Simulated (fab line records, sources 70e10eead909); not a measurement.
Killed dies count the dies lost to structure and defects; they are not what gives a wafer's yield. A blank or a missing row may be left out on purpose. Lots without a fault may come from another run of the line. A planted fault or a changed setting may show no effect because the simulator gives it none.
A lot that was struck, set against a sound lot :: flow nand_harc :: 15 out of 1302 route steps
Sound: the wafers L512.3, L512.4, L512.6. Struck: wafer L516.6 (left out: L516.1, L516.2 of the same lot, which were not struck); the cause appears at the end.
At each step with rows: each side's tool, then ch and its chambers, then its first start. Under that, the readings that differ: sound wafers :: struck wafers :: difference of the means :: sigmas: that difference in standard deviations of wafers without a fault.
alike: words and numbers the same on both sides, and readings whose means are apart by under 2 such deviations; not compared: readings that were withheld, readings missing a value for some wafer, numbers with overlapping values and no deviation given by the record, and bounds like >300 which may hide the same value.
Wherever a step has rows on one side only, a row that says differs or no value, or a row with sigmas, the two part there. Numbers that have no deviation but don't overlap get no sigmas and don't part them. Lack of a reading on every wafer of one side parts them only where that side has two or more wafers.

first, 8 steps without rows for these wafers: NHARC_P_M0_HMDS_02 (time 30 s); NHARC_P_M0_COAT_33 (time 65 s); NHARC_P_M0_COAT_03 (resist thk 90 nm); NHARC_P_M0_SOFTBAKE_04 (time 55 s); NHARC_P_M0_EBR_05; NHARC_P_M0_EXPOSE_06 (exposes mask P M0, target cd 90 nm); NHARC_P_M0_PEB_07 (peb time 65 s); NHARC_P_M0_DEVELOP_08 (develop time 35 s).
NHARC_P_M0_CD_MEAS_09: target cd 90 nm.
  sound on cd_sem-02 ch 0, day 9 23:59; struck on cd_sem-02 ch 0, day 11 06:40
  alike: cd_nm
NHARC_P_M0_OVL_MEAS_10: pitch 180 nm.
  sound on overlay-02, day 10 00:04; struck on overlay-02, day 11 06:44
  alike: overlay_x_nm, overlay_y_nm
NHARC_P_M0_INSPECT_11:
  sound on defect_inspect-02, day 10 00:06; struck on defect_inspect-02, day 11 06:47
  alike: raw_defect_count
NHARC_P_M0_DESCUM_14: chemistry O2, time 3 s.
  sound on rie_diel-03 ch 0,2,3, day 10 00:11; struck on rie_diel-11 ch 0, day 11 06:53
  alike: drypump_motor_current_A, oes_product_au, rf_vpp_V, showerhead_plenum_p_Torr, throttle_valve_pct
  not compared: rf_hours_counter_h
NHARC_P_M0_ETCH_34: etches the open film in N2/H2, target depth 40 nm, overetch 12 nm, time 43.94 s.
  sound on rie_diel-03 ch 0,1, day 10 00:18; struck on rie_diel-11 ch 0, day 11 07:13
reading: h2_flow_sccm (sccm)
sound: 149.9 148.7 150.2
struck: 150.7
difference: +1.1
sigmas: +2

reading: rf_vpp_V (V)
sound: 427.5 429.1 427.5
struck: 433.9
difference: +5.9
sigmas: +2

reading: run_length_s (s)
sound: 64.9 65.8 65.3
struck: 53.7
difference: -11.6
sigmas: -28
  alike: drypump_motor_current_A, oes_product_au, showerhead_plenum_p_Torr, throttle_valve_pct
  not compared: rf_fwd_power_W, rf_hours_counter_h
NHARC_P_M0_ETCH_15: etches the open film in C4F8/Ar, target depth 150 nm, overetch 15 nm, time 82.5 s.
  sound on rie_diel-03 ch 1,2; struck on rie_diel-11 ch 3
  alike: oes_product_au, rf_fwd_power_W, rf_vpp_V, run_length_s
  not compared: rf_hours_counter_h
NHARC_END_SORT_01:
  the record has rows for the sound wafers here (prober-01 ch 0, day 28 06:34) and none for the struck ones

## WHERE THEY PART
First at NHARC_P_M0_ETCH_34; last, within this record, at NHARC_END_SORT_01.

WHY: the cause the simulator had injected
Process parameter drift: rie_diel-11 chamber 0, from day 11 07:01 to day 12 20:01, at NHARC_P_M0_ETCH_34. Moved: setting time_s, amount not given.
